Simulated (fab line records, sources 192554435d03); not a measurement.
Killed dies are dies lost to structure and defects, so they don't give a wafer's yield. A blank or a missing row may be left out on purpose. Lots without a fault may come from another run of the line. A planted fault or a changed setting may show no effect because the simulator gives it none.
A struck lot beside a sound one | flow n5_finfet | 16 steps out of a route of 1938
Sound: wafers L783.2, L783.3, L783.5. Struck: wafers L781.1, L781.3, L781.4. The cause comes at the end.
At each step with rows: each side's tool, then ch and its chambers, then its first start. Under that, the readings that differ: sound wafers | struck wafers | difference of the means | sigmas: that difference in standard deviations of wafers without a fault.
alike: readings whose means differ by less than 2 such deviations, and words and numbers that are the same on both sides. not compared: withheld readings, readings that some wafer has no value for, bounds like >300 that may hide the same value, and numbers for which the record gives no deviation and whose values overlap.
The two part at a step that has a row with sigmas, a row that says differs or no value, or rows on one side only. Numbers that don't overlap but have no deviation are shown without sigmas and don't part them. A reading that every wafer of one side lacks parts them only if that side has two wafers or more.

first, 3 steps without rows for these wafers: N5_BEOL_M4_ALD_84 (deposits TaN, pulse time 2 s, purge time 3 s, co reactant purge time 2 s); N5_BEOL_M4_SURFACE_TREAT_85; N5_BEOL_M4_CVD_47 (deposits Co from CCTBA/H2, target thk 3 nm, time 223.8 s).
N5_BEOL_M4_SPUTTER_48: material Cu, target thk 4.5 nm, time 8.29 s.
  sound on pvd_sputter-01, day 13 02:31; struck on pvd_sputter-01, day 12 17:38
  alike: chamber_pressure_pa, throttle_valve_pct
then, 1 step without rows for these wafers: N5_BEOL_M4_ANNEAL_49 (time 240 s).
N5_BEOL_M4_SPUTTER_79: material Cu, target thk 4.5 nm, time 8.29 s.
  sound on pvd_sputter-01, day 13 02:44; struck on pvd_sputter-01, day 12 17:52
  alike: chamber_pressure_pa, throttle_valve_pct
then, 2 steps without rows for these wafers: N5_BEOL_M4_ANNEAL_80 (time 240 s); N5_BEOL_M4_SPUTTER_81 (material Cu, target thk 4.5 nm, time 8.29 s).
N5_BEOL_M4_ANNEAL_82: time 240 s.
  sound on pvd_sputter-01, day 13 03:02; struck on pvd_sputter-01, day 12 18:10
  alike: heater_power_w, susceptor_temp_C
N5_BEOL_M4_SPUTTER_86: material Cu, target thk 4.5 nm, time 8.29 s.
  sound on pvd_sputter-01, day 13 03:11; struck on pvd_sputter-01, day 12 18:18
  alike: chamber_pressure_pa, throttle_valve_pct
then, 1 step without rows for these wafers: N5_BEOL_M4_ANNEAL_87 (time 240 s).
N5_BEOL_M4_SPUTTER_88: material Cu, target thk 4.5 nm, time 8.29 s.
  sound on pvd_sputter-01, day 13 03:24; struck on pvd_sputter-01, day 12 18:31
  alike: chamber_pressure_pa, throttle_valve_pct
N5_BEOL_M4_ANNEAL_89: time 240 s.
  sound on pvd_sputter-01, day 13 03:29; struck on pvd_sputter-01, day 12 18:36
  no value came back on the struck wafers for heater_power_w (W), susceptor_temp_C (C); on the sound wafers heater_power_w (W) reads 933 850 915
then, 1 step without rows for these wafers: N5_BEOL_M4_SPUTTER_90 (material Cu, target thk 4.5 nm, time 8.29 s).
N5_BEOL_M4_RC_MEAS_101:
  sound on prober-02 ch 0, day 13 05:34; struck on prober-02 ch 0, day 12 20:39
  alike: DIBL_N, DIBL_P, IOFF_N, IOFF_P, ION_N, ION_P, SS_N, SS_P, VT_N, VT_P
-- the record jumps here: 5 days lie between the struck wafers' starts before and after (it left off in module BEOL_M4 and takes up again in module PASSIVATION, whose first step shown is number 1936 of the route) --
N5_PASSIVATION_PROBE_49:
  the record has rows for the struck wafers here (prober-02, day 17 11:28) and none for the sound ones

WHERE THEY PART
First at N5_BEOL_M4_ANNEAL_89; last, within this record, at N5_PASSIVATION_PROBE_49.

WHY: what the simulator had put in
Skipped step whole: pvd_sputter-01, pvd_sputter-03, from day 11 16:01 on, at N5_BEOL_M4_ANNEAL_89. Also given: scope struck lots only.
